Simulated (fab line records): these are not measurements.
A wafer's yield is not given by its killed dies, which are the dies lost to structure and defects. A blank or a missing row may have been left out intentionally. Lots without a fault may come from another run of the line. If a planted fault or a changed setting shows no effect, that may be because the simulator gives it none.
Matching of chambers	flow n5Finfet	N5_BEOL_M4_DEP_57 on pecvd-04: 3 sister chambers
The step deposits SiCN from 3MS/NH3, target thk 8 nm, time 14 s. 6 wafers are shown with their chamber, then 10 later ones without.

WAFERS PAIRED WITH THEIR CHAMBERS
wafer	chamber	throttleValvePct (%)	showerheadPlenumPTorr (Torr)
L094.3	1	8.8	3.687
L095.1	0	9.2	3.671
L095.2	2	7.9	3.668
L095.3	1	9.1	3.678
L095.4	0	9.3	3.674
L095.5	2	8.0	3.676

WAFERS WITH NO CHAMBER GIVEN
wafer	throttleValvePct (%)	showerheadPlenumPTorr (Torr)
L095.6	8.9	3.677
L097.1	8.2	3.668
L097.2	9.5	3.662
L097.3	9.1	3.689
L097.4	8.9	3.679
L097.5	9.2	3.666
L097.6	8.0	3.674
L096.3	9.6	3.668
L096.4	9.4	3.665
L096.6	8.1	3.672

EACH ONE'S CHAMBER
wafer	from the rows above	in truth
L095.6	can't be placed: 1 or 0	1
L097.1	2	2
L097.2	0	0
L097.3	can't be placed: 1 or 0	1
L097.4	1	1
L097.5	0	0
L097.6	2	2
L096.3	0	0
L096.4	0	0
L096.6	2	2
Correct placement for 8 of the 10. Cannot be placed on the basis of these rows: 2; the candidates contain the true chamber in 2. 0 placed wrongly.
How it was worked out, from the rows above alone: a wafer's distance from a chamber is the root of the sum, over the readings, of the square of ((its reading less the chamber's mean) divided by the reading's scatter). If the next closest chamber is less than 2 further off than the closest, the wafer can't be placed; otherwise it belongs to the closest. A chamber's mean is the mean of its shown wafers. The scatter: take each reading less its chamber's mean, square it, sum over the shown wafers, divide by the number of wafers less the number of chambers, and take the root.
